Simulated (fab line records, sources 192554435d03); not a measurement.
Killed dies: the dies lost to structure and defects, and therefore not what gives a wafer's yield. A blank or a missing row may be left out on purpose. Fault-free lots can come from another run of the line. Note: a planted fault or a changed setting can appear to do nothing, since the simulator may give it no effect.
Which of the tools did it?    flow n5Finfet    10 lots, 30 wafers sampled, at 6 steps of a route of 1938

WHAT THE GAUGES SHOWED, per wafer
N5_BEOL_M7_INSPECT_58: inspects for defects (darkfield). Usual: rawDefectCount at 74, with a standard deviation of 28.
lot   measured      on                rawDefectCount  flag
L586  day 10 01:39  defectInspect-02  37 52 57        
L587  day 10 03:53  defectInspect-02  109 90 115      
L588  day 10 08:40  defectInspect-01  49 48 40        
L590  day 11 03:34  defectInspect-01  54 43 57        
L591  day 11 09:14  defectInspect-02  943 810 924     OFF
L592  day 11 17:56  defectInspect-02  75 67 44        
L595  day 12 20:10  defectInspect-01  822 791 884     OFF
L600  day 14 13:16  defectInspect-02  40 65 76        
L605  day 14 14:32  defectInspect-01  60 59 53        
L604  day 15 15:29  defectInspect-01  73 59 75        

N5_BEOL_M8_INSPECT_13: inspects for defects (brightfield). Usual: rawDefectCount at 393, with a standard deviation of 85.
lot   measured      on                rawDefectCount  flag
L586  day 10 03:12  defectInspect-02  298 418 358     
L587  day 10 06:24  defectInspect-01  474 451 412     
L588  day 10 11:02  defectInspect-02  407 247 280     
L590  day 11 06:27  defectInspect-01  355 308 345     
L591  day 11 10:59  defectInspect-01  1285 1085 1334  OFF
L592  day 11 19:33  defectInspect-01  346 449 268     
L595  day 12 22:44  defectInspect-02  1173 1147 1297  OFF
L600  day 14 14:49  defectInspect-01  429 367 407     
L605  day 14 16:31  defectInspect-02  473 375 434     
L604  day 15 17:54  defectInspect-02  487 520 555     

TOOL THAT RAN EACH LOT (tool first, then ch and the chambers of the sampled wafers, then the start)
lot   N5_BEOL_M7_STRIP_80                           N5_BEOL_M7_DEP_56                N5_BEOL_M8_ILD_DEP_00            N5_BEOL_M8_CURE_74
L586  rieDiel-04 ch 0,3, day 10 01:34 or earlier    pecvd-01 ch 0,2, day 10 01:34    pecvd-01 ch 0,2, day 10 01:43    uvCure-01 ch 1, day 10 02:19
L587  rieDiel-06 ch 0,2,3, day 10 03:48 or earlier  pecvd-03 ch 1,2, day 10 03:48    pecvd-01 ch 0,2, day 10 03:56    uvCure-01 ch 2, day 10 04:01
L588  rieDiel-06 ch 1,3, day 10 08:35 or earlier    pecvd-03 ch 0,1, day 10 08:35    pecvd-02 ch 0,1, day 10 08:43    uvCure-01 ch 1, day 10 08:51
L590  rieDiel-06 ch 0,1,2, day 11 03:28 or earlier  pecvd-03 ch 0,1,2, day 11 03:28  pecvd-01 ch 1,2, day 11 03:36    uvCure-03 ch 0, day 11 03:40
L591  rieDiel-02 ch 1,2,3, day 11 09:08 or earlier  pecvd-03 ch 0,1,2, day 11 09:08  pecvd-01 ch 0,1, day 11 09:16    uvCure-03 ch 2, day 11 09:27
L592  rieDiel-06 ch 0,3, day 11 17:50 or earlier    pecvd-01 ch 0,1, day 11 17:50    pecvd-04 ch 0,2, day 11 17:58    uvCure-01 ch 1, day 11 18:02
L595  rieDiel-02 ch 0,2,3, day 12 20:05 or earlier  pecvd-03 ch 0,1,2, day 12 20:05  pecvd-01 ch 0,1,2, day 12 20:13  uvCure-03 ch 0, day 12 20:16
L600  rieDiel-04 ch 1,2,3, day 14 13:11 or earlier  pecvd-02 ch 0,1,2, day 14 13:11  pecvd-01 ch 0,2, day 14 13:19    uvCure-01 ch 1, day 14 13:37
L605  rieDiel-02 ch 0,1,3, day 14 14:26 or earlier  pecvd-02 ch 1,2, day 14 14:26    pecvd-02 ch 0,1, day 14 14:34    uvCure-01 ch 1, day 14 14:43
L604  rieDiel-06 ch 0,2,3, day 15 15:24 or earlier  pecvd-02 ch 0,1, day 15 15:24    pecvd-04 ch 1,2, day 15 15:32    uvCure-01 ch 2, day 15 15:55
- N5_BEOL_M7_STRIP_80: strips in N2/H2, time 10 s.
- N5_BEOL_M7_DEP_56: deposits SiCN from 3MS/NH3, target thk 10 nm, time 17.5 s.
- N5_BEOL_M8_ILD_DEP_00: deposits SiCOH lowk from DEMS/porogen, target thk 179.75 nm, time 33.4 s.
- N5_BEOL_M8_CURE_74: cures SiCOH lowk, time 240 s.

AS READ BY THE TOOLS THEMSELVES (means over the sampled wafers that have a number; for cases with no such wafer, the mark the record gives instead)
N5_BEOL_M7_STRIP_80. Usual: drypumpMotorCurrentA 5.6 A, standard deviation 0.35; oesProductAu 0.78 a.u., standard deviation 0.073; rfVppV 59.1 V, standard deviation 0.88; showerheadPlenumPTorr 2.54 Torr, standard deviation 0.068; throttleValvePct 23.74 %, standard deviation 0.29.
lot   tool        drypumpMotorCurrentA (A)  oesProductAu (a.u.)  rfVppV (V)  showerheadPlenumPTorr (Torr)  throttleValvePct (%)  flag
L586  rieDiel-04  5.7                       0.71                 59.3        2.55                          23.46                 
L587  rieDiel-06  5.5                       0.76                 58.4        2.51                          23.68                 
L588  rieDiel-06  5.4                       0.76                 59.1        2.47                          23.97                 
L590  rieDiel-06  5.5                       0.77                 59.9        2.54                          23.54                 
L591  rieDiel-02  5.6                       0.79                 58.4        2.56                          23.83                 
L592  rieDiel-06  5.2                       0.70                 58.5        2.55                          23.62                 
L595  rieDiel-02  5.4                       0.79                 59.5        2.57                          23.81                 
L600  rieDiel-04  5.8                       0.73                 59.3        2.56                          23.76                 
L605  rieDiel-02  5.6                       0.82                 58.0        2.58                          23.90                 
L604  rieDiel-06  5.5                       0.81                 59.2        2.49                          23.61                 

N5_BEOL_M7_DEP_56. Usual: showerheadPlenumPTorr 3.667 Torr, standard deviation 0.014; throttleValvePct 9.3 %, standard deviation 0.56.
lot   tool      showerheadPlenumPTorr (Torr)  throttleValvePct (%)  flag
L586  pecvd-01  3.660                         8.7                   
L587  pecvd-03  3.650                         9.1                   
L588  pecvd-03  3.669                         9.8                   
L590  pecvd-03  3.664                         9.3                   
L591  pecvd-03  3.664                         9.2                   
L592  pecvd-01  3.687                         9.5                   
L595  pecvd-03  3.665                         9.4                   
L600  pecvd-02  3.671                         9.5                   
L605  pecvd-02  3.661                         9.3                   
L604  pecvd-02  3.681                         9.5                   

N5_BEOL_M8_ILD_DEP_00. Usual: heaterPowerW 305 W, standard deviation 55; showerheadPlenumPTorr 5.740 Torr, standard deviation 0.019; throttleValvePct 13.8 %, standard deviation 0.81.
lot   tool      heaterPowerW (W)  showerheadPlenumPTorr (Torr)  throttleValvePct (%)  flag
L586  pecvd-01  304               5.721                         13.4                  
L587  pecvd-01  340               5.726                         13.3                  
L588  pecvd-02  298               5.739                         15.0                  
L590  pecvd-01  400               5.750                         14.3                  
L591  pecvd-01  409               5.767                         14.4                  
L592  pecvd-04  261               5.746                         12.9                  
L595  pecvd-01  360               5.738                         14.0                  
L600  pecvd-01  320               5.733                         13.6                  
L605  pecvd-02  284               5.747                         14.8                  
L604  pecvd-04  261               5.725                         13.5                  

N5_BEOL_M8_CURE_74. Usual: lampPowerPct 52.32 %, standard deviation 0.059; wafer_temp_C_max 386.9, standard deviation 0.57.
lot   tool       lampPowerPct (%)  wafer_temp_C_max  flag
L586  uvCure-01  52.27             386.9             
L587  uvCure-01  52.37             386.8             
L588  uvCure-01  52.32             386.7             
L590  uvCure-03  52.32             387.7             
L591  uvCure-03  52.35             386.4             
L592  uvCure-01  52.39             386.9             
L595  uvCure-03  52.27             387.1             
L600  uvCure-01  52.30             386.8             
L605  uvCure-01  52.31             386.2             
L604  uvCure-01  52.29             386.7             

THE ANSWER, worked out from the rows above alone
Rule: a lot counts as off when the mean over its wafers that have a number is more than 3 standard deviations away from the usual mean. A lot without any number at a reading at which 4 lots or more have one is off too. Where the step has rows for the other lots, those lots are counted as sound. The gauges are gone through in route order, then the tools' own readings, and for those a lot's mean is taken as printed above. At the first step where some lot is off, the reading lying furthest off is the one used; lots without a number count as furthest.
Off, at N5_BEOL_M7_INSPECT_58 on rawDefectCount: L591, L595.
A tool fits if, at a process step before that reading, it ran every lot that is off, and no sound lot after the first of them. Those tools and the gauges at N5_BEOL_M7_INSPECT_58 are tried in the same way. Because N5_BEOL_M7_STRIP_80 lacks a start for some lots, the hours and order of its lots are taken from N5_BEOL_M7_DEP_56. One fits: N5_BEOL_M7_DEP_56 on pecvd-03. A fault onset in the window from L590 (day 11 03:28, its last sound lot) to L591 (day 11 09:08, its first lot off) fits.

WHAT WAS PUT IN BY THE SIMULATOR
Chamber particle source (pecvd-03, N5_BEOL_M7_DEP_56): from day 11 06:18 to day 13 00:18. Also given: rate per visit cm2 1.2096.
Struck lots among those shown: L591, L595. The same result came from the rule above.
